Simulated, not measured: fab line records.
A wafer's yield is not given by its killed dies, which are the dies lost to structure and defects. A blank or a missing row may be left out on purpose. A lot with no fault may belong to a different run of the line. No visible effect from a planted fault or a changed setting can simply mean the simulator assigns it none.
fab line records	flow nandHarc
record lots=23	wafers=69	lastDay=34
route steps=1302 shown A_ONON_D2@567 A_CHANNEL_HOLE_D2@586 A_CHANNEL_FILL_D2@612
lots with no fault: from the same line, run without faults
startH: start of the lot's first displayed wafer, in hours after the record's first day	waitH: hours since the lot's step before	" as in the row above	L1.1+2: one row covering several wafers at once	- value missing, or start not given	* or withheld: withheld	< > ~ a bound
route shown NAME@n: NAME is a module with steps in the file, n the number in the route of the first one	usual: average and standard deviation across the fault-free wafers	same: alike in all rows	chamber/n: place in a boat	sites: per-site readings	_std_site: the values' standard deviation	_edge_site: the outer-site mean with the inner-site mean subtracted	radiusMm: for every site, how far away it sits from the centre of the wafer	mask NAME#n: copy n	behind: the last tool/chamber to shape the wafer	hold: why the lot was held/for how many hours/how that ended	device: whichever transistor did not switch (one of n, p or np)	end of line: at the end of the route, the tests of the same wafers	a step without rows: its recipe alone	killed: the dies lost at the first sort to structure and to defects; this is not the yield of the wafer	map: the dies of a wafer, with x for killed, . for not killed, _ for no die there
set.NAME: setting as actually run; set.NAME@STEP: the setting as run at that earlier step	model.NAME: the simulator's own value behind a step, which no gauge read
one table for each step of the route and one row for each wafer, over a sample of lots
services: the hour from which a tool's chamber was out of use, counted from the record's first day as startH (under 0 if before that day), plus the number of hours and why
## steps
# step NHARC_A_ONON_D2_THK_MEAS_34
# recipe thkMeasGauge=ellipsometry
# usual thkNm=199.3/2.7
lot.wafer	tool	chamber	startH	waitH	thkNm
L074.4	filmMetro-01	-	294.02	-	197.4
L074.5	"	-	"	"	201.7
L074.6	"	-	"	"	200.2
L076.2	filmMetro-02	-	302.40	-	197.2
L076.4	"	-	"	"	199.5
L076.5	"	-	"	"	200.2
L075.2	filmMetro-02	-	302.48	-	199.3
L075.3	"	-	"	"	204.8
L075.5	"	-	"	"	200.5
L078.1	filmMetro-02	-	324.33	-	199.8
L078.3	"	-	"	"	200.0
L078.4	"	-	"	"	200.6
L077.1	filmMetro-02	-	324.44	-	200.6
L077.2	"	-	"	"	200.8
L077.3	"	-	"	"	197.6
L079.1	filmMetro-01	-	336.46	-	193.6
L079.2	"	-	"	"	197.4
L079.4	"	-	"	"	200.7
L080.1	filmMetro-02	-	336.70	0.5	199.2
L080.3	"	-	"	"	204.9
L080.5	"	-	"	"	201.6
L082.1	filmMetro-01	-	363.37	-	199.3
L082.3	"	-	"	"	200.3
L082.6	"	-	"	"	204.0
L081.1	filmMetro-02	-	363.38	-	199.4
L081.3	"	-	"	"	198.2
L081.4	"	-	"	"	203.4
L083.1	filmMetro-01	-	374.62	-	196.6
L083.4	"	-	"	"	201.6
L083.6	"	-	"	"	203.0
L084.2	filmMetro-01	-	388.96	-	197.6
L084.5	"	-	"	"	195.5
L084.6	"	-	"	"	196.5
L085.1	filmMetro-02	-	389.13	0.4	197.1
L085.2	"	-	"	"	196.8
L085.3	"	-	"	"	201.8
L086.3	filmMetro-01	-	400.12	-	197.2
L086.4	"	-	"	"	199.9
L086.6	"	-	"	"	201.4
L088.2	filmMetro-02	-	435.75	-	194.4
L088.4	"	-	"	"	199.9
L088.5	"	-	"	"	200.5
L089.2	filmMetro-01	-	435.76	-	199.0
L089.4	"	-	"	"	197.7
L089.5	"	-	"	"	198.3
L090.3	filmMetro-01	-	447.81	-	196.2
L090.4	"	-	"	"	200.7
L090.6	"	-	"	"	201.8
L092.2	filmMetro-01	-	465.14	-	196.7
L092.4	"	-	"	"	198.0
L092.6	"	-	"	"	200.4
L091.3	filmMetro-02	-	465.18	-	193.9
L091.4	"	-	"	"	197.0
L091.6	"	-	"	"	198.9
L093.2	filmMetro-01	-	470.90	-	199.9
L093.5	"	-	"	"	201.0
L093.6	"	-	"	"	198.1
L094.2	filmMetro-01	-	494.27	-	195.6
L094.4	"	-	"	"	198.8
L094.6	"	-	"	"	201.5
L095.2	filmMetro-02	-	501.31	-	200.1
L095.4	"	-	"	"	203.4
L095.6	"	-	"	"	201.8
L097.2	filmMetro-01	-	524.40	-	197.5
L097.4	"	-	"	"	197.6
L097.6	"	-	"	"	198.9
L096.1	filmMetro-02	-	524.46	-	199.3
L096.2	"	-	"	"	199.4
L096.3	"	-	"	"	201.2
# step NHARC_A_CHANNEL_HOLE_D2_ETCH_38
# recipe targetDepthA=390	overEtchFrac=0.3	timeS=65	ionEnergyEv=80	cf4FlowSccm=150	arFlowSccm=0	rfW=300	biasW=100	chemistry=CF4
# usual biasW=100.03/0.28	drypumpMotorCurrentA=5.8/0.46	oesProductAu=0.997/0.0079	rfVppV=151.3/1.2	showerheadPlenumPTorr=1.76/0.067	throttleValvePct=13.284/0.0085
# same timeS=65
lot.wafer	tool	chamber	startH	waitH	biasW	drypumpMotorCurrentA	oesProductAu	rfHoursCounterH	rfVppV	showerheadPlenumPTorr	throttleValvePct
L074.4	rieDiel-03	0	297.07	0.1	100.31	5.8	1.012	0.1	151.2	1.79	13.273
L074.5	"	3	"	"	100.25	5.6	0.987	-	150.5	1.66	13.289
L074.6	"	0	"	"	100.54	5.8	1.015	-	151.4	1.79	13.284
L076.2	rieDiel-03	1	306.78	0.1	100.26	4.7	0.997	0.9	151.4	1.85	13.287
L076.5	"	3	"	"	99.63	5.5	1.001	-	149.9	1.66	13.280
L076.4	"	2	"	"	99.83	6.6	0.998	-	153.6	1.86	13.271
L075.3	rieDiel-13	0	308.26	0.1	100.23	5.9	0.999	7.5	151.1	1.82	13.299
L075.2	"	1	"	"	99.96	6.1	0.995	6.6	151.2	1.78	13.294
L075.5	"	3	"	"	99.79	6.2	0.999	-	150.5	1.72	13.289
L078.1	rieDiel-12	3	327.84	0.1	100.09	6.0	1.007	1.9	149.4	1.71	13.287
L078.4	"	0	"	"	99.73	5.5	0.998	1.9	152.2	1.81	13.282
L078.3	"	1	"	"	100.10	6.1	1.002	2.0	151.6	1.81	13.290
L077.2	rieDiel-03	3	328.70	0.1	100.47	5.5	0.994	2.0	148.7	1.66	13.283
L077.3	"	1	"	"	100.33	4.7	0.997	2.1	151.3	1.85	13.293
L077.1	"	2	"	"	100.13	6.6	0.997	2.0	152.1	1.86	13.274
L079.1	rieDiel-03	3	339.54	0.1	99.93	5.5	1.001	3.4	151.2	1.66	13.290
L079.2	"	2	"	"	99.84	6.6	0.996	3.4	153.1	1.86	13.278
L079.4	"	1	"	"	99.95	4.7	1.001	-	152.1	1.85	13.292
L080.1	rieDiel-12	0	339.94	0.1	99.83	5.5	0.987	3.0	151.7	1.81	13.265
L080.3	"	2	"	"	99.92	5.8	0.994	2.6	149.8	1.75	13.286
L080.5	"	0	"	"	100.20	5.5	0.982	-	150.6	1.81	13.275
L082.3	rieDiel-13	2	366.28	0.1	100.48	5.2	0.991	1.7	149.5	1.66	13.302
L082.1	"	0	"	"	100.40	5.9	0.993	1.6	151.3	1.82	13.286
L082.6	"	2	"	"	99.92	5.2	0.987	-	149.7	1.66	13.262
L081.3	rieDiel-03	3	366.43	0.1	100.02	5.5	0.997	4.9	149.7	1.65	13.278
L081.1	"	0	"	"	100.16	5.8	0.993	2.3	151.3	1.79	13.286
L081.4	"	1	"	"	100.04	4.7	0.998	6.0	151.3	1.85	13.296
L083.1	rieDiel-12	2	378.04	0.1	99.83	5.7	0.987	4.9	151.9	1.75	13.280
L083.4	"	3	"	"	100.56	6.0	1.008	4.6	150.8	1.71	13.283
L083.6	"	2	"	"	99.69	5.7	0.992	-	150.2	1.75	13.285
L084.2	rieDiel-13	0	393.82	0.1	100.50	5.9	0.997	2.5	153.1	1.82	13.289
L084.5	"	2	"	"	99.81	5.2	0.983	-	150.7	1.66	13.279
L084.6	"	3	"	"	99.76	6.1	0.985	-	151.5	1.71	13.277
L085.1	rieDiel-12	2	394.97	0.1	99.81	5.8	0.988	6.2	149.6	1.75	13.284
L085.3	"	3	"	"	100.25	6.0	1.004	6.0	150.1	1.71	13.284
L085.2	"	0	"	"	100.11	5.5	0.987	6.7	151.5	1.81	13.271
L086.3	rieDiel-13	3	403.13	0.1	99.94	6.2	0.979	3.8	149.4	1.71	13.303
L086.4	"	0	"	"	100.43	5.9	0.992	3.3	150.5	1.82	13.281
L086.6	"	1	"	"	100.44	6.1	0.998	-	152.7	1.78	13.296
L088.4	rieDiel-12	2	438.70	0.1	100.19	5.7	0.996	7.9	151.8	1.74	13.280
L088.2	"	0	"	"	99.96	5.5	0.987	8.4	151.6	1.81	13.286
L088.5	"	2	"	"	99.74	5.7	0.999	-	152.8	1.74	13.284
L089.2	rieDiel-13	3	438.90	0.1	100.27	6.2	0.999	6.2	150.6	1.71	13.285
L089.4	"	0	"	"	100.07	5.9	0.996	5.7	151.4	1.82	13.287
L089.5	"	3	"	"	100.03	6.2	0.997	-	150.5	1.71	13.285
L090.3	rieDiel-13	1	452.13	0.1	99.83	6.1	0.999	5.9	152.0	1.78	13.280
L090.4	"	2	"	"	100.02	5.2	0.994	6.2	148.7	1.66	13.267
L090.6	"	0	"	"	99.68	5.9	0.996	-	152.0	1.82	13.273
L092.2	rieDiel-12	0	468.19	0.1	99.79	5.5	1.004	0.4	152.1	1.81	13.284
L092.4	"	1	"	"	99.97	6.1	0.992	0.4	152.6	1.81	13.287
L092.6	"	1	"	"	100.30	6.1	1.006	-	152.3	1.81	13.283
L091.3	rieDiel-03	3	469.04	0.1	100.08	5.5	1.005	0.0	149.3	1.65	13.270
L091.4	"	0	"	"	100.08	5.8	1.007	0.0	151.6	1.79	13.286
L091.6	"	2	"	"	100.42	6.6	0.998	-	152.3	1.86	13.272
L093.2	rieDiel-13	1	473.95	0.1	99.69	6.1	0.997	7.7	151.9	1.78	13.288
L093.6	"	3	"	"	100.30	6.2	1.000	-	149.8	1.71	13.265
L093.5	"	0	"	"	99.98	5.9	1.002	-	151.9	1.82	13.289
L094.2	rieDiel-12	0	497.38	0.1	100.28	5.5	1.013	2.4	152.5	1.81	13.271
L094.4	"	2	"	"	100.33	5.7	0.984	2.4	150.6	1.74	13.280
L094.6	"	1	"	"	100.55	6.1	0.991	-	149.9	1.81	13.279
L095.4	rieDiel-13	0	504.25	0.1	99.95	5.9	0.999	11.6	153.1	1.82	13.286
L095.2	"	1	"	"	100.06	6.1	1.008	10.5	150.5	1.78	13.290
L095.6	"	0	"	"	100.51	5.9	0.993	-	154.5	1.82	13.274
L097.2	rieDiel-03	1	527.45	0.1	100.34	4.7	0.998	2.6	150.1	1.84	13.294
L097.4	"	2	"	"	99.57	6.6	0.977	2.2	153.4	1.86	13.292
L097.6	"	1	"	"	99.84	4.7	0.998	-	153.2	1.84	13.284
L096.2	rieDiel-13	2	528.32	0.1	100.16	5.2	0.991	0.0	150.3	1.66	13.303
L096.1	"	3	"	"	100.22	6.2	0.992	0.0	151.7	1.71	13.275
L096.3	"	1	"	"	99.47	6.1	0.994	0.0	151.9	1.78	13.293
# step NHARC_A_CHANNEL_HOLE_D2_ETCH_34
# recipe targetDepthA=1540	timeS=77	cf4FlowSccm=100	chf3FlowSccm=30	arFlowSccm=0	rfW=500	biasW=200	chemistry=CF4/CHF3
# usual biasW=199.9/0.53	chf3FlowSccm=30.01/0.094	drypumpMotorCurrentA=5.8/0.48	oesProductAu=0.951/0.022	rfVppV=370.3/2.2	showerheadPlenumPTorr=1.57/0.062	throttleValvePct=16.802/0.0092
# same timeS=77
lot.wafer	tool	chamber	startH	waitH	biasW	chf3FlowSccm	drypumpMotorCurrentA	oesProductAu	rfHoursCounterH	rfVppV	showerheadPlenumPTorr	throttleValvePct
L074.4	rieDiel-03	2	-	-	199.9	30.13	6.6	0.965	0.3	372.9	1.66	16.787
L074.6	"	3	"	"	200.2	30.06	5.5	0.981	-	366.6	1.47	16.814
L074.5	"	0	"	"	200.4	30.11	5.8	0.959	-	371.1	1.60	16.792
L076.2	rieDiel-03	2	-	-	200.3	30.07	6.6	0.951	1.0	374.1	1.66	16.816
L076.5	"	2	"	"	199.9	29.98	6.6	0.961	-	372.7	1.66	16.798
L076.4	"	1	"	"	200.3	30.02	4.7	0.970	-	374.0	1.64	16.806
L075.2	rieDiel-13	3	-	-	201.1	29.92	6.2	0.959	8.4	369.4	1.53	16.793
L075.3	"	1	"	"	199.7	29.89	6.1	0.960	6.7	371.7	1.59	16.809
L075.5	"	3	"	"	200.3	30.12	6.2	0.965	-	367.7	1.53	16.807
L078.4	rieDiel-12	2	-	-	201.2	29.94	5.7	0.915	2.0	371.0	1.55	16.815
L078.3	"	3	"	"	200.8	30.15	6.0	0.935	2.0	369.5	1.52	16.793
L078.1	"	0	"	"	200.1	30.09	5.5	0.912	2.0	372.8	1.61	16.786
L077.3	rieDiel-03	2	-	-	200.1	30.13	6.6	0.972	2.1	373.5	1.66	16.813
L077.1	"	0	"	"	199.6	30.08	5.8	0.955	0.8	371.9	1.59	16.800
L077.2	"	1	"	"	200.7	30.04	4.7	0.956	2.3	371.6	1.64	16.799
L079.2	rieDiel-03	3	-	-	200.1	30.16	5.5	0.926	3.6	366.9	1.47	16.802
L079.1	"	2	"	"	199.8	30.13	6.6	0.920	3.6	372.5	1.66	16.801
L079.4	"	1	"	"	200.3	30.06	4.7	0.926	-	372.1	1.64	16.808
L080.3	rieDiel-12	3	-	-	199.3	30.08	6.0	0.980	2.8	369.4	1.52	16.800
L080.1	"	0	"	"	199.7	29.85	5.5	0.979	3.1	372.1	1.61	16.800
L080.5	"	0	"	"	200.3	29.94	5.5	0.987	-	371.5	1.61	16.797
L082.1	rieDiel-13	0	-	-	199.5	30.04	5.9	0.971	1.8	371.9	1.62	16.793
L082.3	"	1	"	"	199.4	30.00	6.1	0.968	1.4	370.4	1.59	16.818
L082.6	"	3	"	"	200.2	30.06	6.2	0.966	-	369.0	1.52	16.821
L081.4	rieDiel-03	2	-	-	200.4	30.10	6.6	0.937	5.7	373.9	1.66	16.804
L081.3	"	0	"	"	199.6	30.14	5.7	0.938	2.4	371.3	1.59	16.805
L081.1	"	1	"	"	199.9	30.03	4.7	0.937	6.1	372.6	1.64	16.803
L083.1	rieDiel-12	3	-	-	200.1	29.83	6.0	0.918	4.8	368.1	1.52	16.802
L083.4	"	0	"	"	200.5	30.14	5.5	0.915	5.7	371.6	1.61	16.818
L083.6	"	3	"	"	200.7	29.87	6.0	0.929	-	368.1	1.52	16.803
L084.2	rieDiel-13	2	-	-	199.1	30.03	5.2	0.972	2.9	366.7	1.47	16.811
L084.5	"	2	"	"	199.8	30.10	5.2	0.976	-	365.0	1.47	16.815
L084.6	"	3	"	"	200.0	29.91	6.2	0.954	-	367.9	1.52	16.788
L085.1	rieDiel-12	1	-	-	199.7	30.00	6.1	0.994	6.2	369.7	1.61	16.816
L085.2	"	2	"	"	199.7	29.85	5.8	0.958	6.4	369.0	1.55	16.809
L085.3	"	0	"	"	199.0	30.10	5.5	0.961	6.8	373.1	1.61	16.792
L086.3	rieDiel-13	0	-	-	200.4	30.02	5.9	0.915	3.5	372.7	1.62	16.803
L086.4	"	1	"	"	200.5	29.97	6.1	0.927	2.9	370.6	1.59	16.804
L086.6	"	1	"	"	199.7	29.97	6.1	0.911	-	372.7	1.59	16.804
L088.4	rieDiel-12	3	-	-	199.1	30.02	6.0	0.920	7.9	368.3	1.52	16.791
L088.2	"	0	"	"	200.2	30.02	5.5	0.928	8.5	372.2	1.61	16.820
L088.5	"	2	"	"	199.8	29.88	5.8	0.906	-	369.4	1.55	16.789
L089.4	rieDiel-13	1	-	-	199.5	30.15	6.1	0.977	5.4	371.5	1.59	16.792
L089.2	"	3	"	"	200.0	30.06	6.2	0.953	6.3	368.0	1.52	16.803
L089.5	"	0	"	"	200.1	30.08	5.9	0.971	-	371.6	1.62	16.805
L090.4	rieDiel-13	1	-	-	200.0	29.90	6.1	0.940	6.1	370.5	1.59	16.786
L090.3	"	2	"	"	200.4	29.98	5.2	0.932	6.4	366.7	1.47	16.799
L090.6	"	2	"	"	200.3	29.97	5.2	0.924	-	368.0	1.47	16.801
L092.2	rieDiel-12	3	-	-	200.1	30.01	6.0	0.974	0.4	368.1	1.52	16.794
L092.4	"	2	"	"	199.9	30.05	5.8	0.960	0.4	371.0	1.55	16.806
L092.6	"	0	"	"	200.2	29.95	5.5	0.969	-	371.2	1.61	16.795
L091.4	rieDiel-03	1	-	-	199.9	29.91	4.7	0.967	0.2	373.4	1.64	16.803
L091.3	"	3	"	"	200.5	30.01	5.5	0.968	0.1	367.5	1.47	16.799
L091.6	"	1	"	"	200.5	30.03	4.7	0.968	-	372.8	1.64	16.792
L093.2	rieDiel-13	0	-	-	200.9	30.04	5.9	0.934	8.8	373.0	1.62	16.789
L093.5	"	3	"	"	200.7	30.01	6.2	0.926	-	368.8	1.52	16.794
L093.6	"	0	"	"	200.2	30.11	5.9	0.933	-	372.2	1.62	16.815
L094.2	rieDiel-12	2	-	-	199.7	29.85	5.8	0.972	2.5	369.7	1.55	16.800
L094.4	"	3	"	"	200.2	29.99	6.0	0.967	2.2	368.6	1.52	16.797
L094.6	"	2	"	"	200.7	29.96	5.7	0.972	-	368.7	1.55	16.798
L095.4	rieDiel-13	1	-	-	199.8	29.98	6.1	0.965	10.6	370.7	1.58	16.810
L095.2	"	3	"	"	200.4	30.07	6.2	0.956	11.5	368.6	1.52	16.808
L095.6	"	0	"	"	199.7	30.05	5.9	0.964	-	371.6	1.62	16.796
L097.2	rieDiel-03	2	-	-	199.4	30.05	6.6	0.954	2.4	372.3	1.66	16.798
L097.4	"	0	"	"	199.5	29.97	5.8	0.975	3.0	370.5	1.59	16.792
L097.6	"	1	"	"	199.3	29.93	4.7	0.975	-	372.1	1.64	16.793
L096.1	rieDiel-13	3	-	-	200.6	29.97	6.2	0.966	0.1	368.8	1.52	16.797
L096.2	"	0	"	"	199.1	29.95	5.9	0.958	0.2	372.0	1.62	16.797
L096.3	"	1	"	"	198.7	29.90	6.1	0.966	0.2	371.0	1.58	16.819
# step NHARC_A_CHANNEL_HOLE_D2_ETCH_27
# recipe biasV=400	sourceW=2000	pressureMtorr=25	timeS=90	arFlowSccm=375	c4f8FlowSccm=41.7	o2FlowSccm=83.3	tempC=-20	targetDepthA=4000	chemistry=C4F8/O2/Ar
# usual drypumpMotorCurrentA=5.4/0.37	showerheadPlenumPTorr=3.65/0.077	throttleValvePct=27.618/0.0099
# same timeS=90
lot.wafer	tool	chamber	startH	waitH	drypumpMotorCurrentA	rfHoursCounterH	showerheadPlenumPTorr	throttleValvePct
L074.4	harEtch-01	1	302.36	0.2	4.9	-	3.73	27.623
L074.5	"	0	"	"	5.8	-	3.57	27.628
L074.6	"	1	"	"	4.9	-	3.73	27.619
L076.2	harEtch-02	1	312.09	0.2	5.3	356	3.77	27.614
L076.4	"	0	"	"	5.8	-	3.67	27.638
L076.5	"	0	"	"	5.7	-	3.67	27.636
L075.2	harEtch-01	0	313.30	0.2	5.8	168	3.57	27.624
L075.3	"	0	"	"	5.8	-	3.56	27.611
L075.5	"	0	"	"	5.8	-	3.56	27.618
L078.1	harEtch-01	0	332.95	0.2	5.8	176	3.56	27.610
L078.4	"	1	"	"	4.9	-	3.72	27.597
L078.3	"	0	"	"	5.8	-	3.56	27.624
L077.1	harEtch-01	0	337.05	0.2	5.8	180	3.56	27.621
L077.2	"	1	"	"	4.9	180	3.72	27.614
L077.3	"	1	"	"	4.9	-	3.72	27.611
L079.2	harEtch-02	1	344.80	0.2	5.3	375	3.76	27.609
L079.1	"	0	"	"	5.8	390	3.66	27.619
L079.4	"	1	"	"	5.3	-	3.76	27.622
L080.1	harEtch-01	1	348.53	0.2	4.9	187	3.72	27.636
L080.3	"	1	"	"	4.9	-	3.72	27.614
L080.5	"	1	"	"	4.9	-	3.71	27.612
L082.1	harEtch-01	0	371.45	0.2	5.8	202	3.55	27.637
L082.3	"	1	"	"	4.9	-	3.71	27.622
L082.6	"	0	"	"	5.8	-	3.55	27.625
L081.1	harEtch-02	0	374.56	0.2	5.7	409	3.65	27.604
L081.3	"	0	"	"	5.8	-	3.65	27.613
L081.4	"	1	"	"	5.3	-	3.75	27.613
L083.1	harEtch-01	0	383.12	0.2	5.8	206	3.54	27.623
L083.4	"	0	"	"	5.8	-	3.54	27.613
L083.6	"	0	"	"	5.8	-	3.54	27.607
L084.2	harEtch-01	1	399.65	0.2	4.9	221	3.70	27.606
L084.6	"	0	"	"	5.8	-	3.54	27.606
L084.5	"	1	"	"	4.9	-	3.70	27.630
L085.2	harEtch-02	0	402.46	0.2	5.7	8	3.65	27.630
L085.1	"	1	"	"	5.3	8	3.75	27.614
L085.3	"	1	"	"	5.3	-	3.75	27.612
L086.3	harEtch-01	0	408.26	0.2	5.8	-	3.53	27.602
L086.4	"	1	"	"	4.9	-	3.69	27.620
L086.6	"	0	"	"	5.8	-	3.53	27.637
L088.2	harEtch-02	0	443.81	0.2	5.7	31	3.63	27.618
L088.4	"	1	"	"	5.3	-	3.74	27.609
L088.5	"	1	"	"	5.3	-	3.74	27.617
L089.2	harEtch-01	1	443.94	0.2	4.9	248	3.68	27.615
L089.4	"	0	"	"	5.8	-	3.52	27.613
L089.5	"	0	"	"	5.8	-	3.52	27.613
L090.3	harEtch-02	0	459.83	0.2	5.7	-	3.63	27.599
L090.4	"	1	"	"	5.3	-	3.73	27.620
L090.6	"	0	"	"	5.7	-	3.63	27.641
L092.2	harEtch-02	1	473.29	0.2	5.3	50	3.72	27.606
L092.4	"	0	"	"	5.7	-	3.62	27.600
L092.6	"	1	"	"	5.3	-	3.72	27.628
L091.3	harEtch-01	0	477.18	0.2	5.8	-	3.51	27.629
L091.4	"	1	"	"	4.9	-	3.67	27.612
L091.6	"	1	"	"	4.9	-	3.67	27.617
L093.2	harEtch-02	1	479.05	0.2	5.3	54	3.72	27.612
L093.5	"	0	"	"	5.7	-	3.62	27.623
L093.6	"	1	"	"	5.3	-	3.72	27.617
L094.2	harEtch-02	0	502.44	0.2	5.7	65	3.61	27.627
L094.4	"	1	"	"	5.3	-	3.72	27.618
L094.6	"	0	"	"	5.8	-	3.61	27.626
L095.2	harEtch-02	1	510.77	0.2	5.3	73	3.71	27.630
L095.4	"	1	"	"	5.3	-	3.71	27.604
L095.6	"	1	"	"	5.3	-	3.71	27.615
L097.2	harEtch-02	1	532.53	0.2	5.3	81	3.71	27.618
L097.4	"	0	"	"	5.7	-	3.60	27.620
L097.6	"	0	"	"	5.7	-	3.61	27.626
L096.2	harEtch-01	0	533.92	0.2	5.8	297	3.49	27.626
L096.1	"	1	"	"	4.9	297	3.65	27.612
L096.3	"	1	"	"	4.9	-	3.65	27.601
# step NHARC_A_CHANNEL_FILL_D2_ALD_02
# recipe targetThkA=60	pulseTimeS=10	aldCycles=60	tempC=300	material=SiO2
# usual heaterPowerW=450/44	precursorPulseHeightRel=1.000/0.021
lot.wafer	tool	chamber	startH	waitH	heaterPowerW	precursorPulseHeightRel
L074.4	aldHk-04	3	306.82	-	502	0.979
L074.5	"	2	"	"	501	0.995
L074.6	"	3	"	"	492	0.971
L076.4	aldHk-01	2	314.14	-	460	1.004
L076.2	"	1	"	"	442	0.956
L076.5	"	2	"	"	456	0.994
L075.3	aldHk-01	0	315.30	-	415	1.002
L075.2	"	1	"	"	434	1.009
L075.5	"	0	"	"	407	1.003
L078.1	aldHk-02	1	334.84	-	354	0.983
L078.4	"	3	"	"	399	1.041
L078.3	"	0	"	"	481	1.032
L077.2	aldHk-04	0	338.98	-	428	1.009
L077.1	"	2	"	"	509	0.984
L077.3	"	3	"	"	505	1.035
L079.1	aldHk-01	0	346.73	-	414	1.027
L079.4	"	1	"	"	434	0.994
L079.2	"	2	"	"	449	0.976
L080.3	aldHk-01	0	350.60	-	413	0.979
L080.1	"	1	"	"	441	1.020
L080.5	"	3	"	"	518	1.012
L082.3	aldHk-01	2	375.09	1.8	452	0.970
L082.1	"	0	"	"	415	0.984
L082.6	"	3	"	"	523	0.980
L081.3	aldHk-01	0	376.48	-	421	0.984
L081.4	"	1	"	"	438	1.007
L081.1	"	3	"	"	516	1.012
L083.1	aldHk-01	2	385.05	-	460	0.979
L083.4	"	3	"	"	532	1.015
L083.6	"	2	"	"	458	1.010
L084.2	aldHk-02	0	403.00	1.5	481	0.987
L084.5	"	0	"	"	459	0.963
L084.6	"	1	"	"	361	0.997
L085.3	aldHk-01	1	404.39	-	441	1.017
L085.1	"	2	"	"	449	0.980
L085.2	"	3	"	"	515	0.979
L086.4	aldHk-04	1	410.27	-	482	0.978
L086.3	"	3	"	"	493	0.993
L086.6	"	1	"	"	505	1.003
L088.4	aldHk-04	0	445.77	-	410	0.967
L088.2	"	1	"	"	461	0.984
L088.5	"	3	"	"	474	0.998
L089.4	aldHk-02	2	446.00	-	387	1.008
L089.2	"	3	"	"	414	1.012
L089.5	"	1	"	"	365	0.975
L090.3	aldHk-04	0	461.77	-	421	1.036
L090.4	"	1	"	"	462	1.013
L090.6	"	3	"	"	472	1.044
L092.4	aldHk-01	2	475.19	-	450	0.999
L092.2	"	3	"	"	508	1.013
L092.6	"	2	"	"	451	1.021
L091.3	aldHk-01	1	479.20	-	442	0.983
L091.4	"	2	"	"	457	1.038
L091.6	"	1	"	"	434	0.989
L093.2	aldHk-02	1	484.44	-	367	0.998
L093.5	"	3	"	"	415	1.013
L093.6	"	0	"	"	470	0.988
L094.4	aldHk-02	3	504.66	-	440	1.000
L094.2	"	0	"	"	470	1.004
L094.6	"	2	"	"	395	1.026
L095.4	aldHk-04	3	512.70	-	476	0.991
L095.2	"	1	"	"	478	1.013
L095.6	"	3	"	"	479	1.009
L097.2	aldHk-04	1	534.81	-	476	1.009
L097.4	"	0	"	"	424	1.011
L097.6	"	2	"	"	488	0.986
L096.1	aldHk-01	0	535.85	-	396	1.001
L096.2	"	2	"	"	464	0.975
L096.3	"	3	"	"	513	0.966
# step NHARC_A_CHANNEL_FILL_D2_ALD_25
# recipe targetThkA=600	pulseTimeS=10	aldCycles=600	tempC=300	material=SiOx
# usual heaterPowerW=438/49	precursorPulseHeightRel=0.999/0.022
lot.wafer	tool	chamber	startH	waitH	heaterPowerW	precursorPulseHeightRel
L074.4	aldHk-04	2	344.96	1.9	501	1.029
L074.6	"	3	"	"	514	1.034
L074.5	"	0	"	"	426	1.042
L075.2	aldHk-01	2	351.84	0.1	449	0.987
L075.3	"	1	353.71	1.9	432	0.969
L075.5	"	3	354.96	3.2	504	0.978
L076.2	aldHk-04	1	351.84	0.1	498	0.976
L076.4	"	3	353.06	1.3	490	1.040
L076.5	"	2	354.89	3.1	504	1.023
L077.3	aldHk-02	2	371.45	0.0	381	1.006
L077.2	"	0	372.68	1.3	480	0.967
L077.1	"	1	"	"	354	0.978
L078.1	aldHk-01	0	371.46	0.1	403	0.961
L078.3	"	1	"	"	441	0.985
L078.4	"	2	"	"	469	0.991
L080.1	aldHk-02	0	384.54	0.1	480	1.026
L080.3	"	3	386.38	1.9	417	1.023
L080.5	"	1	387.61	3.1	357	1.042
L079.2	aldHk-04	1	384.57	0.1	501	0.973
L079.4	"	2	"	"	498	1.004
L079.1	"	0	386.39	1.9	422	1.003
L082.3	aldHk-02	3	411.09	0.0	408	0.999
L082.1	"	1	412.32	1.3	360	1.016
L082.6	"	0	414.17	3.1	463	0.963
L081.1	aldHk-01	3	412.32	1.3	519	0.990
L081.3	"	0	413.54	2.5	418	0.988
L081.4	"	1	414.77	3.7	429	1.026
L083.1	aldHk-02	1	421.72	1.3	356	0.992
L083.4	"	2	"	"	377	0.994
L083.6	"	0	423.57	3.1	480	0.994
L085.3	aldHk-02	0	440.50	0.0	474	0.985
L085.1	"	2	441.72	1.3	376	0.988
L085.2	"	3	"	"	432	1.008
L084.2	aldHk-01	2	442.55	2.1	455	1.003
L084.5	"	1	444.40	4.0	452	1.023
L084.6	"	2	"	"	463	1.017
L086.3	aldHk-04	0	446.98	0.1	415	0.982
L086.4	"	1	"	"	463	0.989
L086.6	"	0	449.46	2.5	418	1.027
L089.4	aldHk-04	1	480.63	0.1	468	0.963
L089.2	"	0	482.50	1.9	420	0.993
L089.5	"	1	"	"	469	0.993
L088.4	aldHk-02	1	481.24	0.7	370	0.981
L088.2	"	3	482.46	1.9	410	1.004
L088.5	"	1	483.69	3.1	367	0.976
L090.4	aldHk-01	2	500.34	1.3	465	0.966
L090.3	"	3	"	"	496	1.012
L090.6	"	1	502.19	3.1	454	0.984
L091.4	aldHk-01	3	513.53	0.1	496	0.980
L091.3	"	2	515.38	1.9	466	0.964
L091.6	"	3	"	"	495	1.011
L092.4	aldHk-04	2	513.53	0.1	500	0.997
L092.2	"	0	514.76	1.3	418	1.016
L092.6	"	3	516.61	3.1	483	1.008
L093.2	aldHk-02	2	521.15	0.7	397	0.981
L093.6	"	1	523.02	2.5	367	0.961
L093.5	"	2	"	"	386	1.007
L094.2	aldHk-02	2	542.65	0.8	356	0.985
L094.4	"	3	"	"	414	1.000
L094.6	"	2	545.11	3.2	377	1.003
L095.2	aldHk-02	1	548.84	0.1	368	1.015
L095.4	"	3	550.09	1.3	405	1.017
L095.6	"	1	551.33	2.5	367	0.981
L097.4	aldHk-02	2	572.82	0.0	370	1.021
L097.2	"	1	574.67	1.9	356	0.967
L097.6	"	2	"	"	369	1.016
L096.3	aldHk-02	1	577.13	4.4	365	1.001
L096.2	"	2	"	"	369	0.991
L096.1	"	3	"	"	398	1.016
## services
tool	chamber	startH	hours	kind
rieDiel-03	-	281.30	9.0	pm
rieDiel-13	-	284.62	0.1	repair
rieDiel-12	2	301.15	3.8	repair
aldHk-01	-	301.48	10.0	pm
rieDiel-13	0	324.35	3.3	repair
rieDiel-03	0	333.47	7.0	repair
rieDiel-13	3	340.62	3.4	repair
rieDiel-13	-	342.00	9.0	pm
aldHk-02	-	348.50	10.0	pm
rieDiel-03	3	358.52	5.0	repair
rieDiel-12	3	360.91	4.3	repair
rieDiel-12	1	389.37	5.6	repair
aldHk-04	-	432.33	10.0	pm
rieDiel-12	-	445.40	9.0	pm
rieDiel-03	-	458.30	9.0	pm
rieDiel-13	3	458.56	6.0	repair
rieDiel-13	1	475.63	9.3	repair
rieDiel-13	-	519.00	9.0	pm
aldHk-02	-	526.50	10.0	pm
rieDiel-12	3	536.03	2.8	repair
rieDiel-03	3	544.36	7.6	repair
rieDiel-03	2	551.92	4.8	repair
rieDiel-03	3	553.55	1.5	repair
rieDiel-13	0	565.66	13.5	repair
## key
fault none
